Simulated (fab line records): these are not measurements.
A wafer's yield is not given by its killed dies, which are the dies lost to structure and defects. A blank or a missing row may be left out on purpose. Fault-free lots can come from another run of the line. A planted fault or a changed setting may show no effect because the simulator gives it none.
The tool behind it: which one?    flow n5-finfet    12 lots, 36 wafers sampled, at 3 steps of a route of 1938

WHAT THE GAUGES READ, wafer by wafer
N5_DUMMY_GATE_INSPECT_17: inspects for defects (brightfield).
lot   measured     on                 raw-defect-count
L075  day 3 05:49  defect-inspect-01  202 211 310
L077  day 4 00:07  defect-inspect-01  114 167 80
L079  day 4 10:04  defect-inspect-02  200 330 272
L081  day 4 17:54  defect-inspect-02  246 246 188
L083  day 5 08:06  defect-inspect-02  232 220 207
L085  day 5 16:00  defect-inspect-01  227 124 166
L087  day 6 03:22  defect-inspect-02  251 194 190
L089  day 6 16:46  defect-inspect-01  165 192 132
L091  day 7 06:29  defect-inspect-02  323 283 212
L093  day 7 20:03  defect-inspect-01  237 218 199
L095  day 8 05:57  defect-inspect-01  226 257 118
L097  day 8 16:53  defect-inspect-01  338 237 230

WHICH TOOL RAN EACH LOT (tool, then ch and the chambers of the sampled wafers, then the start)
lot   N5_DUMMY_GATE_ALD_02              N5_DUMMY_GATE_CMP_04
L075  ald-sin-04 ch 2,3, day 2 19:47    cmp-01 ch 0,3, day 3 01:06
L077  ald-sin-02 ch 2,3, day 3 15:31    cmp-01 ch 0,1,3, day 3 19:25
L079  ald-sin-02 ch 1,2, day 4 01:28    cmp-04 ch 1,2,3, day 4 05:22
L081  ald-sin-03 ch 0,2, day 4 09:20    cmp-03 ch 0,3, day 4 13:14
L083  ald-sin-03 ch 0,1,2, day 4 23:36  cmp-01 ch 0,1,2, day 5 03:28
L085  ald-sin-04 ch 2,3, day 5 07:10    cmp-01 ch 0,1, day 5 11:22
L087  ald-sin-04 ch 0,1,2, day 5 18:46  cmp-01 ch 0,1,2, day 5 22:40
L089  ald-sin-04 ch 1,3, day 6 08:17    cmp-04 ch 0,2,3, day 6 12:09
L091  ald-sin-04 ch 0,2,3, day 6 19:56  cmp-04 ch 1,3, day 6 23:48
L093  ald-sin-04 ch 0,2,3, day 7 07:47  cmp-03 ch 0,2,3, day 7 13:30
L095  ald-sin-02 ch 0,1, day 7 19:29    cmp-01 ch 2,3, day 8 01:11
L097  ald-sin-03 ch 0,1,3, day 8 06:35  cmp-03 ch 0,1, day 8 12:15
- N5_DUMMY_GATE_ALD_02: deposits SiO2, target thk 2 nm, pulse time 1 s.
- N5_DUMMY_GATE_CMP_04: polishes a-Si.

THE ANSWER, worked out from the rows above alone
Rule: the usual values come from the lots themselves. Put in order of their means at a reading, lots are off if they are a third of the lots or fewer, leave a main group of 4 or more, and stand apart from it by a gap of 3 or more times the standard deviation of the main group's means; of several such gaps the widest counts. If all means in a main group match to the digits the tables above print for the reading, that group is not used. A lot without any number at a reading at which 4 lots or more have one is off too. All remaining lots with rows at the step are treated as sound.
Nothing can be told from this: no lot is off at any reading shown.

WHAT THE SIMULATOR PUT IN
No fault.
